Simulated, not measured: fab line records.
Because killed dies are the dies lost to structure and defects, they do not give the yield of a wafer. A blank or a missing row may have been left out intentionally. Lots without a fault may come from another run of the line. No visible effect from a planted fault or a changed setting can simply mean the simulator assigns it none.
Matching of chambers || flow nand-harc || cmp-03 running NHARC_P_M0_CMP_23: 4 sister chambers
The step polishes, t overpolish 20 s, target thk 117.54 nm. 14 wafers are shown with their chamber, then 6 later ones without.

## WAFERS, EACH WITH ITS CHAMBER
{"wafer": "L075.1", "chamber": 3, "motor-current-A (A)": 10.9, "time-to-endpoint-s (s)": 30, "pad-life-wafers": 273}
{"wafer": "L075.2", "chamber": 0, "motor-current-A (A)": 13.6, "time-to-endpoint-s (s)": 23, "pad-life-wafers": 270}
{"wafer": "L084.2", "chamber": 2, "motor-current-A (A)": 11.4, "time-to-endpoint-s (s)": 29, "pad-life-wafers": 206}
{"wafer": "L084.3", "chamber": 0, "motor-current-A (A)": 13.4, "time-to-endpoint-s (s)": 25, "pad-life-wafers": 204}
{"wafer": "L085.1", "chamber": 3, "motor-current-A (A)": 10.6, "time-to-endpoint-s (s)": 34, "pad-life-wafers": 231}
{"wafer": "L085.4", "chamber": 2, "motor-current-A (A)": 11.0, "time-to-endpoint-s (s)": 35, "pad-life-wafers": 230}
{"wafer": "L088.1", "chamber": 1, "motor-current-A (A)": 13.4, "time-to-endpoint-s (s)": 26, "pad-life-wafers": 8}
{"wafer": "L088.2", "chamber": 2, "motor-current-A (A)": 11.0, "time-to-endpoint-s (s)": 31, "pad-life-wafers": 9}
{"wafer": "L088.4", "chamber": 0, "motor-current-A (A)": 13.7, "time-to-endpoint-s (s)": 22, "pad-life-wafers": 7}
{"wafer": "L089.2", "chamber": 1, "motor-current-A (A)": 13.1, "time-to-endpoint-s (s)": 27, "pad-life-wafers": 27}
{"wafer": "L089.3", "chamber": 0, "motor-current-A (A)": 13.7, "time-to-endpoint-s (s)": 19, "pad-life-wafers": 26}
{"wafer": "L090.3", "chamber": 0, "motor-current-A (A)": 13.3, "time-to-endpoint-s (s)": 28, "pad-life-wafers": 103}
{"wafer": "L091.1", "chamber": 2, "motor-current-A (A)": 10.9, "time-to-endpoint-s (s)": 31, "pad-life-wafers": 146}
{"wafer": "L091.4", "chamber": 0, "motor-current-A (A)": 13.0, "time-to-endpoint-s (s)": 24, "pad-life-wafers": 144}

SIGNATURES (means of the wafers above)
{"reading": "motor-current-A", "chamber 0": 13.450, "chamber 1": 13.250, "chamber 2": 11.075, "chamber 3": 10.750, "scatter within a chamber": 0.247}
{"reading": "time-to-endpoint-s", "chamber 0": 23.50, "chamber 1": 26.50, "chamber 2": 31.50, "chamber 3": 32.00, "scatter within a chamber": 2.7}
{"reading": "pad-life-wafers", "chamber 0": 125.67, "chamber 1": 17.50, "chamber 2": 147.75, "chamber 3": 252.00, "scatter within a chamber": 90.7}
Rule: a wafer lies at a distance from a chamber equal to the root of the sum of squares, over the readings, of (its reading less the chamber's mean, divided by the reading's scatter). If the next closest chamber is less than 2 further off than the closest, the wafer can't be placed; otherwise it belongs to the closest. The scatter: the root of (the sum of the squares of (reading less its chamber's mean) over the shown wafers, divided by (wafers less chambers)).

## WAFERS MISSING THEIR CHAMBER
{"wafer": "L093.1", "motor-current-A (A)": 13.5, "time-to-endpoint-s (s)": 29, "pad-life-wafers": 216}
{"wafer": "L093.4", "motor-current-A (A)": 10.4, "time-to-endpoint-s (s)": 36, "pad-life-wafers": 219}
{"wafer": "L094.1", "motor-current-A (A)": 11.5, "time-to-endpoint-s (s)": 35, "pad-life-wafers": 272}
{"wafer": "L094.3", "motor-current-A (A)": 13.0, "time-to-endpoint-s (s)": 25, "pad-life-wafers": 270}
{"wafer": "L095.2", "motor-current-A (A)": 13.2, "time-to-endpoint-s (s)": 32, "pad-life-wafers": 345}
{"wafer": "L095.4", "motor-current-A (A)": 10.7, "time-to-endpoint-s (s)": 33, "pad-life-wafers": 343}

## WHICH CHAMBER EACH ONE RAN IN
{"wafer": "L093.1", "from the rows above": "can't be placed: 0 or 1", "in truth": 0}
{"wafer": "L093.4", "from the rows above": "can't be placed: 3 or 2", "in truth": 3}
{"wafer": "L094.1", "from the rows above": "can't be placed: 2 or 3", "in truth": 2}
{"wafer": "L094.3", "from the rows above": "can't be placed: 0 or 1", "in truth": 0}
{"wafer": "L095.2", "from the rows above": "can't be placed: 0 or 1", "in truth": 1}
{"wafer": "L095.4", "from the rows above": "can't be placed: 3 or 2", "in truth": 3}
Correctly placed: 0 of 6. Cannot be placed on the basis of these rows: 6; the candidates contain the true chamber in 6. 0 placed wrongly.
